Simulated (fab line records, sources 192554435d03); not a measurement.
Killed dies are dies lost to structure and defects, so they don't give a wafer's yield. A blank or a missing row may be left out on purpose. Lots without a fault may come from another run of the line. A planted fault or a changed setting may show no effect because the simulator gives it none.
A struck lot beside a sound one | flow n5_finfet | 39 steps out of a route of 1938
Sound: wafers L697.1, L697.2, L697.6. Struck: wafer L698.2. (L698.4, L698.6 of the same lot were not struck and are left out.) The cause comes at the end.
At each step with rows: each side's tool, then ch and its chambers, then its first start. Under that, the readings that differ: sound wafers | struck wafers | difference of the means | sigmas: that difference in standard deviations of wafers without a fault.
alike: readings whose means differ by less than 2 such deviations, and words and numbers that are the same on both sides. not compared: withheld readings, readings that some wafer has no value for, bounds like >300 that may hide the same value, and numbers for which the record gives no deviation and whose values overlap.
The two part at a step that has a row with sigmas, a row that says differs or no value, or rows on one side only. Numbers that don't overlap but have no deviation are shown without sigmas and don't part them. A reading that every wafer of one side lacks parts them only if that side has two wafers or more.

first, 9 steps without rows for these wafers: N5_HKMG_FIN_PEB_10 (peb time 60 s); N5_HKMG_FIN_DEVELOP_11 (develop time 30 s); N5_HKMG_FIN_DESCUM_17 (chemistry O2, time 7.9 s); N5_HKMG_FIN_ETCH_31 (etches SiARC in CF4, target depth 45.5 nm, time 75.8 s); N5_HKMG_FIN_ETCH_32 (etches SOC in N2/H2, target depth 240 nm, time 300 s); N5_HKMG_FIN_STRIP_33 (strips in N2/H2); N5_HKMG_FIN_STRIP_34 (strips in CF4); N5_HKMG_FIN_ETCH_35 (etches SOC in N2/H2, target depth 215.8 nm, time 243.4 s); N5_HKMG_FIN_STRIP_92 (strips SOC in N2/H2, time 20 s).
N5_HKMG_FIN_WET_ETCH_18: etches TiN in SC1, time 55 s, target depth 5.2 nm, rinse time 30 s.
  sound on wet_bench-05 ch 4,6,7, day 5 11:23; struck on wet_bench-05 ch 2, day 5 18:14
  alike: diw_flow_mL_min
then, 27 steps without rows for these wafers: N5_HKMG_FIN_STRIP_19 (strips in N2/H2, time 360 s); N5_HKMG_FIN_ALD_91 (deposits TiN, target thk 1 nm, pulse time 1 s, purge time 3 s); N5_HKMG_FIN_COAT_85 (time 60 s, resist thk 300 nm); N5_HKMG_FIN_ETCH_86 (etches SOC in N2/H2, stops on TiN, target depth 393.2 nm); N5_HKMG_FIN_STRIP_89 (strips SOC in N2/H2, time 20 s); N5_HKMG_FIN_WET_ETCH_87 (etches TiN in SC1, time 154.2 s, target depth 4.7 nm, rinse time 30 s); N5_HKMG_FIN_STRIP_88 (strips in N2/H2, time 360 s); N5_HKMG_FIN_NWFM_ALD_20 (deposits TiAlC, target thk 2 nm, pulse time 3 s, purge time 2 s); N5_HKMG_FIN_ALD_71 (deposits TiN, target thk 1 nm, pulse time 1 s, purge time 3 s); N5_HKMG_FIN_COAT_66 (time 60 s, resist thk 300 nm); N5_HKMG_FIN_ETCH_67 (etches SOC in N2/H2, stops on TiN, target depth 388.9 nm); N5_HKMG_FIN_STRIP_90 (strips SOC in N2/H2, time 20 s); N5_HKMG_FIN_WET_ETCH_73 (etches the open film in SC1, time 42.3 s, target depth 1.3 nm, rinse time 30 s); N5_HKMG_FIN_ETCHBACK_68 (etches the open film in Cl2/Ar, stops on HfO2, target depth 0.5 nm); N5_HKMG_FIN_STRIP_69 (strips in N2/H2, time 360 s); N5_HKMG_FIN_ALD_21 (deposits TiN, target thk 1.5 nm, pulse time 1 s, purge time 3 s); N5_HKMG_FIN_ALD_72 (deposits W, target thk 2 nm, pulse time 1 s, purge time 2 s); N5_HKMG_FIN_W_FILL_22 (material W, target thk 60 nm, time 18.2 s); N5_HKMG_FIN_PRECLEAN_83 (cleans in DIW, time 57.5 s); N5_HKMG_FIN_SRD_84 (dry time 32 s); N5_HKMG_FIN_CMP_23 (polishes, stops on SiNx, t overpolish 10 s, target thk 46.326 nm); N5_HKMG_FIN_CMP_94 (polishes, stops on SiNx, t overpolish 4.7 s, target thk 43.299 nm); N5_GATE_CUT_ETCHBACK_00 (etches W in SF6/Cl2); N5_GATE_CUT_ETCH_56 (etches TiN in Cl2/Ar, target depth 21.6 nm); N5_GATE_CUT_ETCHBACK_30 (etches TiN in Cl2/Ar, target depth 3 nm); N5_GATE_CUT_VAPOR_ETCH_60 (etches HfO2 in BCl3/Cl2); N5_GATE_CUT_ETCH_58 (etches SiNx in CH3F/O2, target depth 17 nm, time 128.6 s).
-- the record jumps here: 4 days lie between the struck wafers' starts before and after (it left off in module GATE_CUT and takes up again in module BEOL_M4, whose first step shown is number 1111 of the route) --
N5_BEOL_M4_RC_MEAS_101:
  sound on prober-02 ch 0, day 9 13:03; struck on prober-01 ch 0, day 9 21:11
  reading             | sound                      | struck   | difference | sigmas
  IOFF_N (nA/um)      | 0.147 0.128 0.132          | 0.025    | -0.111     | -5
  IOFF_N_85C (nA/um)  | 2.9 2.6 2.6                | 0.7      | -2.0       | -6
  IOFF_N_LIN (nA/um)  | 0.069 0.061 0.064          | 0.012    | -0.053     | -6
  IOFF_N_LONG (nA/um) | 5.64e-05 5.51e-05 5.58e-05 | 2.59e-05 | -2.99e-05  | -14
  ION_N (uA/um)       | 674 651 675                | 558      | -109       | -13
  ION_P (uA/um)       | 469 465 472                | 450      | -19        | -3
  VT_N (mV)           | 250.2 251.7 251.0          | 301.6    | +50.6      | +19
  VT_N_LONG (mV)      | 272.7 275.6 274.8          | 320.8    | +46.4      | +22
  VT_N_LVT (mV)       | 99.9 102.5 101.0           | 146.2    | +45.1      | +16
  alike: DIBL_N, DIBL_P, IOFF_P, SS_N, SS_P, VT_P
-- the record jumps here: 4 days lie between the struck wafers' starts before and after (it left off in module BEOL_M4 and takes up again in module PASSIVATION, whose first step shown is number 1936 of the route) --
N5_PASSIVATION_PROBE_49:
  sound on prober-02, day 14 05:29; struck on prober-02, day 14 03:28
  reading              | sound          | struck | difference | sigmas
  sort_bin_8_speed (%) | 0 0 0          | 90.51  | +90.51     |
  sort_n_pass          | 1093 1059 1101 | 0      | -1084      | -68
  sort_yield_pct (%)   | 92.6 89.7 93.3 | 0      | -92        | -66
  alike: defect_limited_yield, killed_at_M0_to_M3, killed_at_M4_up, killed_at_contacts, killed_at_front_end, killed_at_other, killed_dies, killed_on_rim, killed_open, killed_short, sort_bin_5_function, sort_bin_6_memory

WHERE THEY PART
First at N5_BEOL_M4_RC_MEAS_101; last, within this record, at N5_PASSIVATION_PROBE_49.

WHY: what the simulator had put in
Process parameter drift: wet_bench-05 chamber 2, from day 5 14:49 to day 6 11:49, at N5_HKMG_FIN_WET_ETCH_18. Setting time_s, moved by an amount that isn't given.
